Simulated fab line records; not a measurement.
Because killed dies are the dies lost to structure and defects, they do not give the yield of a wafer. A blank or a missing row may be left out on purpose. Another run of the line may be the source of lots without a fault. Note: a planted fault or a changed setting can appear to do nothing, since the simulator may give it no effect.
fab line records	flow n5Finfet
[record] lots = 24	wafers = 72	lastDay = 19
route steps=1938 shown BEOL_M13@1659 BEOL_M14@1717
lots with no fault: from the same line, run without faults
startH: the number of hours between the record's first day and the start of the first shown wafer of the lot	waitH: time in hours since the lot's previous step	" the same as in the row above	L1.1+2: one row covering several wafers at once	- either no value or no given start	* or withheld: withheld	< > ~ a bound
route shown NAME@n: names a module that has steps shown in the file, with the first one's number in the route	usual: mean and standard deviation over wafers with no fault	same: alike in all rows	chamber/n: place in a boat	sites: the reading at each site	_std_site: the standard deviation of these	_edge_site: outer sites' mean less inner sites'	radiusMm: for every site, how far away it sits from the centre of the wafer	mask NAME#n: copy n	behind: the last tool/chamber to shape the wafer	hold: why the lot was held/for how many hours/how that ended	device: names the non-switching transistor (n, p or np)	end of line: the route-end tests of the same wafers	a step given without rows: its recipe and nothing more	killed: the dies lost at the first sort to structure and to defects; this is not the yield of the wafer	map: per-die view of a wafer (x killed, . not killed, _ where there is no die)
set.NAME: the run value of the setting; set.NAME@STEP: its run value at that earlier step	model.NAME: the simulator's own value behind a step, which no gauge read
a sample of lots followed through the steps of the route, with each step as a table and each wafer as a row
services: the hour from which a tool's chamber was out of use, counted from the record's first day as startH (under 0 if before that day), plus the number of hours and why
[[steps]]
[step N5_BEOL_M13_ILD_DEP_00]
[recipe] material = SiOC	targetThkA = 8379.2	tempC = 350	precursor = DEMS/O2	pressureTorr = 5	rfW = 500	timeS = 166.4
[usual] heaterPowerW = 458/50	showerheadPlenumPTorr = 5.691/0.013	throttleValvePct = 11.7/0.59
lot.wafer	tool	chamber	startH	waitH	heaterPowerW	showerheadPlenumPTorr	throttleValvePct
L074.1	pecvd-02	2	233.87	0.0	432	5.695	11.2
L074.4	"	0	"	"	538	5.685	12.0
L074.6	"	2	"	"	462	5.698	11.1
L075.2	pecvd-02	0	241.50	0.0	521	5.688	11.9
L075.4	"	2	"	"	445	5.711	11.2
L075.5	"	1	"	"	377	5.682	11.8
L077.1	pecvd-03	0	250.09	0.0	409	5.684	12.5
L077.2	"	1	"	"	454	5.695	11.6
L077.4	"	0	"	"	454	5.686	12.4
L078.1	pecvd-02	2	253.10	0.0	447	5.700	11.3
L078.2	"	1	"	"	404	5.680	11.8
L078.4	"	1	"	"	431	5.687	11.8
L079.1	pecvd-01	2	265.30	0.0	457	5.682	10.9
L079.4	"	2	"	"	369	5.672	11.2
L079.6	"	0	"	"	454	5.724	12.3
L080.2	pecvd-01	2	272.37	0.0	484	5.674	10.8
L080.3	"	0	"	"	479	5.712	12.3
L080.4	"	1	"	"	416	5.702	12.1
L082.3	pecvd-02	1	284.09	0.0	445	5.697	11.9
L082.4	"	1	"	"	482	5.697	11.7
L082.6	"	2	"	"	469	5.697	11.2
L081.3	pecvd-03	2	286.05	0.0	480	5.677	10.5
L081.4	"	2	"	"	498	5.686	10.7
L081.6	"	1	"	"	454	5.691	11.3
L083.2	pecvd-03	0	305.19	0.0	480	5.677	12.6
L083.5	"	2	"	"	435	5.673	10.6
L083.6	"	0	"	"	491	5.695	12.9
L084.1	pecvd-01	2	309.43	0.0	385	5.677	10.8
L084.3	"	1	"	"	432	5.692	12.1
L084.5	"	1	"	"	457	5.702	12.0
L086.1	pecvd-02	2	310.35	0.0	456	5.696	11.2
L086.2	"	1	"	"	389	5.695	11.7
L086.3	"	0	"	"	499	5.688	12.0
L085.2	pecvd-02	0	315.65	0.0	505	5.697	12.2
L085.4	"	2	"	"	369	5.683	11.3
L085.6	"	2	"	"	409	5.708	11.4
L087.1	pecvd-01	2	319.10	0.0	411	5.686	11.0
L087.2	"	0	"	"	394	5.713	12.2
L087.5	"	1	"	"	400	5.691	12.0
L089.1	pecvd-02	1	325.10	0.0	450	5.681	12.1
L089.4	"	1	"	"	469	5.685	12.0
L089.6	"	2	"	"	465	5.704	11.4
L088.1	pecvd-02	1	330.01	0.0	484	5.683	11.8
L088.4	"	0	"	"	560	5.675	12.0
L088.5	"	1	"	"	384	5.701	12.0
L090.1	pecvd-03	1	333.05	0.0	404	5.698	11.8
L090.5	"	1	"	"	460	5.687	11.4
L090.6	"	2	"	"	548	5.680	10.9
L091.1	pecvd-02	0	347.56	0.0	535	5.689	11.9
L091.2	"	1	"	"	456	5.692	12.0
L091.4	"	0	"	"	573	5.670	12.0
L092.2	pecvd-01	1	347.82	0.0	406	5.695	11.8
L092.4	"	0	"	"	511	5.726	12.4
L092.5	"	2	"	"	365	5.674	11.0
L093.2	pecvd-03	2	349.99	0.0	505	5.667	10.9
L093.4	"	2	"	"	549	5.677	10.7
L093.6	"	0	"	"	515	5.687	12.2
L094.4	pecvd-02	0	377.38	0.1	497	5.694	12.0
L094.5	"	1	"	"	474	5.696	11.9
L094.6	"	2	"	"	444	5.695	11.3
L076.2	pecvd-03	1	380.93	0.0	477	5.693	11.8
L076.3	"	2	"	"	532	5.693	10.6
L076.5	"	1	"	"	482	5.685	11.6
L095.1	pecvd-03	0	385.57	0.0	510	5.701	12.8
L095.3	"	1	"	"	412	5.708	11.7
L095.6	"	0	"	"	396	5.693	12.6
L097.1	pecvd-02	1	398.85	0.0	458	5.693	12.1
L097.3	"	2	"	"	401	5.672	11.5
L097.6	"	2	"	"	428	5.693	11.4
L096.1	pecvd-03	0	417.75	0.0	427	5.693	12.7
L096.3	"	1	"	"	396	5.684	11.7
L096.4	"	0	"	"	464	5.693	12.7
[step N5_BEOL_M13_STRIP_64]
[recipe] chemistry = N2/H2	powerW = 1000	tempC = 250	h2Frac = 0.65	overashFraction = 0.3	pressureMtorr = withheld	n2FlowSccm = 1750	h2FlowSccm = 3250
[usual] drypumpMotorCurrentA = 5.74/0.13	heaterPowerW = 359/20	oesProductAu = 0.715/0.0047	stripTimeToEndpointS = 31.39/0.067
[same] overashFraction = 0.3
lot.wafer	tool	chamber	startH	waitH	drypumpMotorCurrentA	heaterPowerW	oesProductAu	rfHoursCounterH	stripTimeToEndpointS
L074.1	plasmaAsher-02	0	235.03	0.0	5.85	365	0.713	116	31.42
L074.4	"	1	"	"	5.56	364	0.720	-	31.45
L074.6	"	1	"	"	5.56	357	0.711	-	31.38
L075.2	plasmaAsher-02	1	242.55	0.0	5.58	347	0.710	118	31.47
L075.4	"	1	"	"	5.57	360	0.712	-	31.33
L075.5	"	0	"	"	5.90	364	0.718	-	31.36
L077.1	plasmaAsher-02	1	251.03	0.0	5.58	358	0.708	119	31.36
L077.2	"	0	"	"	5.81	363	0.718	119	31.39
L077.4	"	1	"	"	5.61	361	0.714	-	31.30
L078.1	plasmaAsher-01	0	254.15	0.0	5.89	389	0.714	72	31.31
L078.2	"	1	"	"	5.65	343	0.714	72	31.38
L078.4	"	0	"	"	5.86	385	0.709	-	31.44
L079.1	plasmaAsher-01	0	266.36	0.0	5.93	388	0.716	74	31.38
L079.4	"	0	"	"	5.90	384	0.709	-	31.33
L079.6	"	0	"	"	5.91	388	0.719	-	31.39
L080.2	plasmaAsher-01	0	273.55	0.0	5.85	379	0.723	76	31.24
L080.3	"	1	"	"	5.63	334	0.720	-	31.30
L080.4	"	0	"	"	5.94	388	0.724	-	31.31
L082.3	plasmaAsher-02	1	285.30	0.0	5.59	353	0.717	-	31.39
L082.4	"	0	"	"	5.86	355	0.724	-	31.41
L082.6	"	1	"	"	5.59	349	0.709	-	31.40
L081.3	plasmaAsher-01	0	287.16	0.0	5.91	387	0.711	-	31.43
L081.4	"	1	"	"	5.63	345	0.710	-	31.39
L081.6	"	1	"	"	5.65	331	0.716	-	31.41
L083.2	plasmaAsher-01	1	306.24	0.0	5.64	335	0.714	82	31.42
L083.5	"	0	"	"	5.95	382	0.716	-	31.41
L083.6	"	1	"	"	5.65	332	0.719	-	31.38
L084.1	plasmaAsher-01	0	310.74	0.0	5.92	387	0.715	83	31.34
L084.3	"	0	"	"	5.91	393	0.715	-	31.39
L084.5	"	1	"	"	5.65	325	0.721	-	31.35
L086.1	plasmaAsher-02	1	311.29	0.0	5.57	359	0.729	130	31.48
L086.2	"	0	"	"	5.86	356	0.712	130	31.48
L086.3	"	1	"	"	5.57	353	0.714	-	31.47
L085.2	plasmaAsher-01	0	316.64	0.0	5.95	395	0.716	85	31.38
L085.4	"	1	"	"	5.63	338	0.712	-	31.29
L085.6	"	1	"	"	5.63	344	0.723	-	31.36
L087.1	plasmaAsher-02	0	320.42	0.0	5.87	358	0.710	132	31.29
L087.2	"	1	"	"	5.58	349	0.724	132	31.34
L087.5	"	0	"	"	5.81	349	0.724	-	31.43
L089.1	plasmaAsher-02	1	326.03	0.0	5.57	356	0.711	133	31.39
L089.4	"	1	"	"	5.59	350	0.717	-	31.34
L089.6	"	1	"	"	5.58	368	0.719	-	31.48
L088.1	plasmaAsher-01	1	331.00	0.0	5.67	337	0.717	87	31.35
L088.4	"	0	"	"	5.91	384	0.716	-	31.33
L088.5	"	1	"	"	5.66	326	0.711	-	31.39
L090.1	plasmaAsher-02	1	334.03	0.0	5.58	350	0.716	135	31.50
L090.5	"	0	"	"	5.85	354	0.719	-	31.47
L090.6	"	1	"	"	5.57	363	0.718	-	31.54
L091.1	plasmaAsher-01	1	348.61	0.0	5.66	324	0.707	91	31.35
L091.2	"	0	"	"	5.89	393	0.715	91	31.41
L091.4	"	0	"	"	5.87	397	0.721	-	31.35
L092.2	plasmaAsher-02	0	348.74	0.0	5.83	354	0.715	139	31.44
L092.4	"	1	"	"	5.58	354	0.723	-	31.54
L092.5	"	0	"	"	5.78	360	0.719	-	31.48
L093.2	plasmaAsher-02	1	351.01	0.0	5.57	349	0.710	139	31.31
L093.4	"	1	"	"	5.56	354	0.712	-	31.34
L093.6	"	1	"	"	5.57	366	0.707	-	31.33
L094.4	plasmaAsher-02	1	378.39	0.0	5.58	359	0.715	-	31.32
L094.5	"	0	"	"	5.81	353	0.714	-	31.28
L094.6	"	1	"	"	5.57	358	0.713	-	31.35
L076.2	plasmaAsher-01	0	381.86	0.0	5.95	389	0.719	97	31.49
L076.3	"	0	"	"	5.86	379	0.711	-	31.45
L076.5	"	0	"	"	5.88	390	0.716	-	31.51
L095.1	plasmaAsher-01	1	386.49	0.0	5.62	335	0.713	98	31.38
L095.3	"	0	"	"	5.88	380	0.716	-	31.33
L095.6	"	1	"	"	5.64	327	0.716	-	31.28
L097.1	plasmaAsher-02	1	399.78	0.0	5.57	346	0.713	150	31.35
L097.3	"	1	"	"	5.56	352	0.716	-	31.48
L097.6	"	0	"	"	5.88	366	0.708	-	31.39
L096.1	plasmaAsher-01	1	418.67	0.0	5.62	327	0.713	103	31.51
L096.3	"	1	"	"	5.64	329	0.716	-	31.46
L096.4	"	0	"	"	5.90	380	0.719	-	31.45
[step N5_BEOL_M13_ANNEAL_48]
[recipe] tempC = 225	timeS = 90	ambient = N2
[usual] wafer_temp_C_max = 225.97/0.29
lot.wafer	tool	chamber	startH	waitH	wafer_temp_C_max
L074.1	rtpAnneal-02	0	238.47	0.1	225.57
L074.4	"	0	"	"	225.67
L074.6	"	0	"	"	225.83
L075.2	rtpAnneal-01	0	245.08	0.2	225.89
L075.4	"	0	"	"	226.02
L075.5	"	0	"	"	225.69
L077.1	rtpAnneal-01	0	263.81	0.1	226.10
L077.2	"	0	"	"	225.90
L077.4	"	0	"	"	225.94
L078.1	rtpAnneal-01	0	264.13	0.1	225.82
L078.2	"	0	"	"	225.74
L078.4	"	0	"	"	225.66
L079.1	rtpAnneal-01	0	271.27	0.2	226.21
L079.4	"	0	"	"	226.29
L079.6	"	0	"	"	226.41
L080.2	rtpAnneal-02	0	278.04	0.3	225.83
L080.3	"	0	"	"	225.76
L080.4	"	0	"	"	225.47
L082.3	rtpAnneal-02	0	288.60	0.3	225.72
L082.4	"	0	"	"	225.46
L082.6	"	0	"	"	225.69
L081.3	rtpAnneal-01	0	289.83	0.3	226.35
L081.4	"	0	"	"	226.34
L081.6	"	0	"	"	226.10
L083.2	rtpAnneal-01	0	310.56	0.2	226.58
L083.5	"	0	"	"	226.43
L083.6	"	0	"	"	226.24
L084.1	rtpAnneal-02	0	314.32	0.1	225.98
L084.3	"	0	"	"	225.79
L084.5	"	0	"	"	225.55
L086.1	rtpAnneal-02	0	314.59	0.3	225.97
L086.2	"	0	"	"	225.93
L086.3	"	0	"	"	225.88
L085.2	rtpAnneal-02	0	320.19	0.2	225.79
L085.4	"	0	"	"	225.77
L085.6	"	0	"	"	226.07
L087.1	rtpAnneal-01	0	324.02	0.1	226.13
L087.2	"	0	"	"	226.35
L087.5	"	0	"	"	226.42
L089.1	rtpAnneal-02	0	328.76	0.1	225.85
L089.4	"	0	"	"	225.73
L089.6	"	0	"	"	226.01
L088.1	rtpAnneal-02	0	335.56	0.1	225.66
L088.4	"	0	"	"	226.24
L088.5	"	0	"	"	226.06
L090.1	rtpAnneal-02	0	338.71	0.1	225.24
L090.5	"	0	"	"	226.01
L090.6	"	0	"	"	225.33
L091.1	rtpAnneal-01	0	351.11	0.2	226.12
L091.2	"	0	"	"	226.09
L091.4	"	0	"	"	226.06
L092.2	rtpAnneal-01	0	351.42	0.3	226.15
L092.4	"	0	"	"	225.89
L092.5	"	0	"	"	225.85
L093.2	rtpAnneal-01	0	354.87	0.2	226.56
L093.4	"	0	"	"	225.92
L093.6	"	0	"	"	226.16
L094.4	rtpAnneal-02	0	381.03	0.5	225.87
L094.5	"	0	"	"	225.96
L094.6	"	0	"	"	226.20
L076.2	rtpAnneal-01	0	384.52	0.2	226.07
L076.3	"	0	"	"	226.16
L076.5	"	0	"	"	226.24
L095.1	rtpAnneal-01	0	390.34	0.1	226.02
L095.3	"	0	"	"	225.99
L095.6	"	0	"	"	226.01
L097.1	rtpAnneal-02	0	402.31	0.2	225.65
L097.3	"	0	"	"	225.50
L097.6	"	0	"	"	225.75
L096.1	rtpAnneal-02	0	421.89	0.7	226.01
L096.3	"	0	"	"	225.80
L096.4	"	0	"	"	225.76
[step N5_BEOL_M13_INSPECT_55]
[recipe] inspectInstrument = darkfield	mode = postDep
[usual] rawDefectCount = 77/24
lot.wafer	tool	chamber	startH	waitH	rawDefectCount
L074.1	defectInspect-02	-	239.22	0.0	64
L074.4	"	-	"	"	43
L074.6	"	-	"	"	59
L075.2	defectInspect-01	-	245.78	0.0	93
L075.4	"	-	"	"	76
L075.5	"	-	"	"	87
L077.1	defectInspect-02	-	264.56	0.0	50
L077.2	"	-	"	"	92
L077.4	"	-	"	"	50
L078.1	defectInspect-01	-	264.87	0.0	65
L078.2	"	-	"	"	70
L078.4	"	-	"	"	99
L079.1	defectInspect-01	-	272.03	0.0	89
L079.4	"	-	"	"	91
L079.6	"	-	"	"	82
L080.2	defectInspect-01	-	279.07	0.0	67
L080.3	"	-	"	"	73
L080.4	"	-	"	"	122
L082.3	defectInspect-02	-	289.25	0.0	51
L082.4	"	-	"	"	44
L082.6	"	-	"	"	28
L081.3	defectInspect-01	-	290.56	0.0	79
L081.4	"	-	"	"	65
L081.6	"	-	"	"	81
L083.2	defectInspect-01	-	311.26	0.0	100
L083.5	"	-	"	"	89
L083.6	"	-	"	"	94
L084.1	defectInspect-01	-	315.07	0.0	100
L084.3	"	-	"	"	71
L084.5	"	-	"	"	87
L086.1	defectInspect-01	-	315.37	0.0	79
L086.2	"	-	"	"	76
L086.3	"	-	"	"	55
L085.2	defectInspect-02	-	321.13	0.0	42
L085.4	"	-	"	"	52
L085.6	"	-	"	"	55
L087.1	defectInspect-01	-	324.77	0.0	86
L087.2	"	-	"	"	56
L087.5	"	-	"	"	113
L089.1	defectInspect-01	-	329.52	0.0	59
L089.4	"	-	"	"	86
L089.6	"	-	"	"	110
L088.1	defectInspect-01	-	336.33	0.0	80
L088.4	"	-	"	"	61
L088.5	"	-	"	"	113
L090.1	defectInspect-01	-	339.46	0.0	60
L090.5	"	-	"	"	40
L090.6	"	-	"	"	28
L091.1	defectInspect-02	-	351.86	0.0	97
L091.2	"	-	"	"	84
L091.4	"	-	"	"	35
L092.2	defectInspect-01	-	352.14	0.0	69
L092.4	"	-	"	"	102
L092.5	"	-	"	"	53
L093.2	defectInspect-01	-	355.66	0.0	55
L093.4	"	-	"	"	118
L093.6	"	-	"	"	123
L094.4	defectInspect-02	-	381.79	0.0	81
L094.5	"	-	"	"	78
L094.6	"	-	"	"	94
L076.2	defectInspect-01	-	385.25	0.0	68
L076.3	"	-	"	"	95
L076.5	"	-	"	"	49
L095.1	defectInspect-01	-	391.11	0.0	118
L095.3	"	-	"	"	91
L095.6	"	-	"	"	124
L097.1	defectInspect-02	-	403.36	0.0	95
L097.3	"	-	"	"	60
L097.6	"	-	"	"	54
L096.1	defectInspect-02	-	422.63	0.0	47
L096.3	"	-	"	"	58
L096.4	"	-	"	"	45
[step N5_BEOL_M14_THK_MEAS_01]
[recipe] reads = SiO2_of_BEOL_M14_ILD_DEP_00
[usual] M14_ILD_THK = 1110/16
lot.wafer	tool	chamber	startH	waitH	M14_ILD_THK[nm]
L074.1	filmMetro-01	-	239.52	0.2	1083
L074.4	"	-	"	"	1084
L074.6	"	-	"	"	1104
L075.2	filmMetro-01	-	246.01	0.1	1092
L075.4	"	-	"	"	1117
L075.5	"	-	"	"	1125
L077.1	filmMetro-01	-	264.78	0.1	1071
L077.2	"	-	"	"	1110
L077.4	"	-	"	"	1128
L078.1	filmMetro-01	-	265.10	0.1	1112
L078.2	"	-	"	"	1109
L078.4	"	-	"	"	1126
L079.1	filmMetro-01	-	272.25	0.1	1088
L079.4	"	-	"	"	1117
L079.6	"	-	"	"	1116
L080.2	filmMetro-01	-	279.30	0.1	1118
L080.3	"	-	"	"	1118
L080.4	"	-	"	"	1125
L082.3	filmMetro-01	-	289.48	0.1	1094
L082.4	"	-	"	"	1108
L082.6	"	-	"	"	1128
L081.3	filmMetro-02	-	290.82	0.1	1096
L081.4	"	-	"	"	1130
L081.6	"	-	"	"	1129
L083.2	filmMetro-01	-	311.49	0.1	1102
L083.5	"	-	"	"	1113
L083.6	"	-	"	"	1108
L084.1	filmMetro-02	-	315.29	0.1	1105
L084.3	"	-	"	"	1126
L084.5	"	-	"	"	1144
L086.1	filmMetro-02	-	315.59	0.1	1111
L086.2	"	-	"	"	1091
L086.3	"	-	"	"	1115
L085.2	filmMetro-02	-	321.36	0.1	1080
L085.4	"	-	"	"	1126
L085.6	"	-	"	"	1097
L087.1	filmMetro-02	-	324.99	0.1	1089
L087.2	"	-	"	"	1095
L087.5	"	-	"	"	1098
L089.1	filmMetro-01	-	329.75	0.1	1091
L089.4	"	-	"	"	1109
L089.6	"	-	"	"	1110
L088.1	filmMetro-02	-	336.56	0.1	1107
L088.4	"	-	"	"	1136
L088.5	"	-	"	"	1112
L090.1	filmMetro-02	-	339.76	0.2	1080
L090.5	"	-	"	"	1103
L090.6	"	-	"	"	1103
L091.1	filmMetro-02	-	352.08	0.1	1121
L091.2	"	-	"	"	1094
L091.4	"	-	"	"	1129
L092.2	filmMetro-01	-	352.37	0.1	1102
L092.4	"	-	"	"	1110
L092.5	"	-	"	"	1114
L093.2	filmMetro-02	-	355.88	0.1	1119
L093.4	"	-	"	"	1149
L093.6	"	-	"	"	1133
L094.4	filmMetro-02	-	382.02	0.0	1143
L094.5	"	-	"	"	1130
L094.6	"	-	"	"	1131
L076.2	filmMetro-01	-	385.48	0.1	1095
L076.3	"	-	"	"	1090
L076.5	"	-	"	"	1108
L095.1	filmMetro-02	-	391.34	0.1	1102
L095.3	"	-	"	"	1128
L095.6	"	-	"	"	1133
L097.1	filmMetro-02	-	403.66	0.2	1100
L097.3	"	-	"	"	1105
L097.6	"	-	"	"	1112
L096.1	filmMetro-02	-	422.86	0.1	1096
L096.3	"	-	"	"	1099
L096.4	"	-	"	"	1138
[step N5_BEOL_M14_DESCUM_15]
[recipe] chemistry = O2	timeS = 7.9	sourcePowerW = 50	biasPowerW = 20	pressureMtorr = 20	rfFrequencyHz = 2.712e+07	tempC = 40	o2FlowSccm = 225
[usual] drypumpMotorCurrentA = 5.57/0.26	oesProductAu = 0.79/0.076	rfVppV = 243.4/1.2	showerheadPlenumPTorr = 2.11/0.067	throttleValvePct = 20.44/0.28
lot.wafer	tool	chamber	startH	waitH	drypumpMotorCurrentA	oesProductAu	rfHoursCounterH	rfVppV	showerheadPlenumPTorr	throttleValvePct
L074.1	rieDiel-01	0	239.92	0.0	5.74	0.83	81	245.0	2.21	20.10
L074.4	"	1	"	"	5.47	0.74	-	243.3	2.16	20.58
L074.6	"	3	"	"	5.51	0.85	-	242.9	2.03	20.03
L075.2	rieDiel-01	0	246.92	0.6	5.75	0.81	86	244.4	2.21	20.12
L075.4	"	0	"	"	5.72	0.81	-	245.6	2.21	20.11
L075.5	"	3	"	"	5.47	0.85	-	242.6	2.02	20.04
L077.1	rieDiel-01	3	265.30	0.0	5.47	0.84	76	242.9	2.02	20.06
L077.2	"	2	"	"	5.68	0.97	2	244.3	2.17	20.56
L077.4	"	1	"	"	5.49	0.73	211	244.0	2.16	20.60
L078.1	rieDiel-06	1	265.50	0.0	5.63	0.68	250	245.0	2.13	20.78
L078.2	"	0	"	"	5.90	0.81	97	241.6	2.00	20.07
L078.4	"	3	"	"	5.12	0.69	202	244.6	2.18	20.98
L079.1	rieDiel-06	3	272.65	0.0	5.10	0.69	205	244.8	2.18	20.97
L079.4	"	3	"	"	5.13	0.69	-	243.1	2.17	20.99
L079.6	"	0	"	"	5.90	0.80	-	242.2	2.00	20.08
L080.2	rieDiel-06	3	279.83	0.0	5.12	0.68	208	243.8	2.17	20.99
L080.3	"	2	"	"	5.51	0.80	107	244.7	2.09	20.40
L080.4	"	0	"	"	5.91	0.80	-	242.3	2.00	20.07
L082.3	rieDiel-01	3	289.87	0.0	5.48	0.82	85	242.4	2.02	20.07
L082.4	"	0	"	"	5.72	0.80	102	243.9	2.20	20.13
L082.6	"	0	"	"	5.71	0.80	-	244.5	2.20	20.14
L081.3	rieDiel-01	3	291.33	0.0	5.50	0.82	86	240.9	2.02	20.07
L081.4	"	0	"	"	5.68	0.80	102	245.0	2.20	20.14
L081.6	"	2	"	"	5.70	0.94	-	243.9	2.16	20.58
L083.2	rieDiel-03	2	312.03	0.0	6.29	0.69	249	243.1	2.08	20.72
L083.5	"	0	"	"	5.27	0.86	-	244.5	2.14	20.57
L083.6	"	1	"	"	5.79	0.73	-	242.1	2.11	20.56
L084.1	rieDiel-03	1	315.87	0.1	5.76	0.73	166	243.3	2.11	20.55
L084.3	"	3	"	"	5.13	0.69	211	241.5	2.09	20.61
L084.5	"	0	"	"	5.28	0.85	-	242.6	2.14	20.59
L086.1	rieDiel-01	1	316.15	0.1	5.48	0.72	230	243.6	2.15	20.64
L086.2	"	0	"	"	5.72	0.78	112	244.6	2.20	20.16
L086.3	"	3	"	"	5.51	0.81	95	243.2	2.02	20.09
L085.2	rieDiel-03	1	321.95	0.2	5.75	0.73	169	243.5	2.11	20.56
L085.4	"	1	"	"	5.77	0.73	-	244.1	2.11	20.57
L085.6	"	0	"	"	5.29	0.87	-	244.2	2.14	20.58
L087.1	rieDiel-06	3	325.80	0.4	5.13	0.68	222	243.3	2.17	21.01
L087.2	"	2	"	"	5.53	0.78	123	243.7	2.08	20.41
L087.5	"	2	"	"	5.50	0.78	-	242.7	2.08	20.43
L089.1	rieDiel-06	1	330.14	0.0	5.62	0.92	16	245.1	2.12	20.45
L089.4	"	3	"	"	5.14	0.68	224	243.5	2.17	21.00
L089.6	"	3	"	"	5.12	0.68	-	243.1	2.17	21.00
L088.1	rieDiel-01	1	336.96	0.0	5.47	0.70	236	245.5	2.15	20.64
L088.4	"	3	"	"	5.49	0.80	101	241.2	2.01	20.10
L088.5	"	1	"	"	5.47	0.70	-	244.3	2.15	20.65
L090.1	rieDiel-01	2	340.66	0.4	5.64	0.88	29	243.8	2.16	20.59
L090.5	"	2	"	"	5.66	0.88	-	243.9	2.16	20.59
L090.6	"	3	"	"	5.52	0.80	-	243.8	2.01	20.11
L091.1	rieDiel-06	3	352.48	0.0	5.14	0.67	233	244.1	2.17	21.02
L091.2	"	1	"	"	5.65	0.91	25	243.6	2.12	20.47
L091.4	"	2	"	"	5.48	0.77	134	242.0	2.08	20.43
L092.2	rieDiel-06	3	352.87	0.1	5.12	0.67	233	243.7	2.17	21.02
L092.4	"	2	"	"	5.49	0.76	134	242.4	2.08	20.42
L092.5	"	2	"	"	5.50	0.77	-	244.2	2.08	20.42
L093.2	rieDiel-01	2	356.40	0.0	5.69	0.88	34	243.8	2.15	20.60
L093.4	"	1	"	"	5.48	0.71	241	243.0	2.15	20.65
L093.6	"	2	"	"	5.68	0.88	-	243.7	2.16	20.60
L094.4	rieDiel-03	1	382.41	0.0	5.76	0.72	190	243.8	2.10	20.60
L094.5	"	2	"	"	6.32	0.94	-	242.6	2.08	20.46
L094.6	"	1	"	"	5.75	0.72	-	242.7	2.11	20.60
L076.2	rieDiel-01	3	385.87	0.0	5.52	0.79	116	240.5	2.01	20.13
L076.3	"	2	"	"	5.67	0.87	44	245.7	2.15	20.62
L076.5	"	0	"	"	5.74	0.77	-	244.1	2.19	20.19
L095.1	rieDiel-03	3	391.74	0.0	5.14	0.68	239	243.6	2.08	20.66
L095.3	"	2	"	"	6.28	0.94	19	242.9	2.08	20.44
L095.6	"	1	"	"	5.78	0.72	-	242.2	2.10	20.60
L097.1	rieDiel-01	0	404.06	0.0	5.76	0.76	141	243.2	2.19	20.20
L097.3	"	1	"	"	5.47	0.94	3	242.8	2.14	20.30
L097.6	"	2	"	"	5.67	0.86	-	243.5	2.15	20.62
L096.1	rieDiel-06	2	423.26	0.0	5.50	0.74	160	242.5	2.07	20.47
L096.3	"	1	"	"	5.63	0.87	49	242.7	2.11	20.51
L096.4	"	0	"	"	5.91	0.75	-	240.3	1.98	20.14
[[services]]
tool	chamber	startH	hours	kind
pecvd-03	0	230.99	13.4	repair
rieDiel-06	-	232.17	14.6	pm
rieDiel-01	2	232.53	-	clean
rieDiel-01	2	232.53	-	consumableReplace:focusRing
rieDiel-01	2	232.53	27.3	scheduledDown
rieDiel-01	2	232.53	27.3	ventCycle
pecvd-01	2	237.14	7.1	repair
pecvd-02	0	260.35	2.1	scheduledDown
rieDiel-03	2	263.59	3.8	repair
pecvd-01	-	286.63	6.0	pm
plasmaAsher-01	-	295.54	3.3	repair
pecvd-02	-	309.21	0.3	repair
pecvd-02	1	315.14	2.1	scheduledDown
rieDiel-03	0	317.64	4.0	repair
pecvd-02	2	319.24	2.2	repair
pecvd-03	2	336.06	4.2	repair
rieDiel-01	1	338.06	3.9	repair
rieDiel-03	1	354.52	4.8	repair
rtpAnneal-02	-	361.38	4.8	pm
pecvd-03	0	363.33	5.6	repair
rieDiel-03	-	372.66	0.1	repair
rieDiel-06	3	400.20	6.6	repair
plasmaAsher-02	-	405.69	2.8	pm
rieDiel-06	3	417.07	6.8	repair
[[key]]
fault none
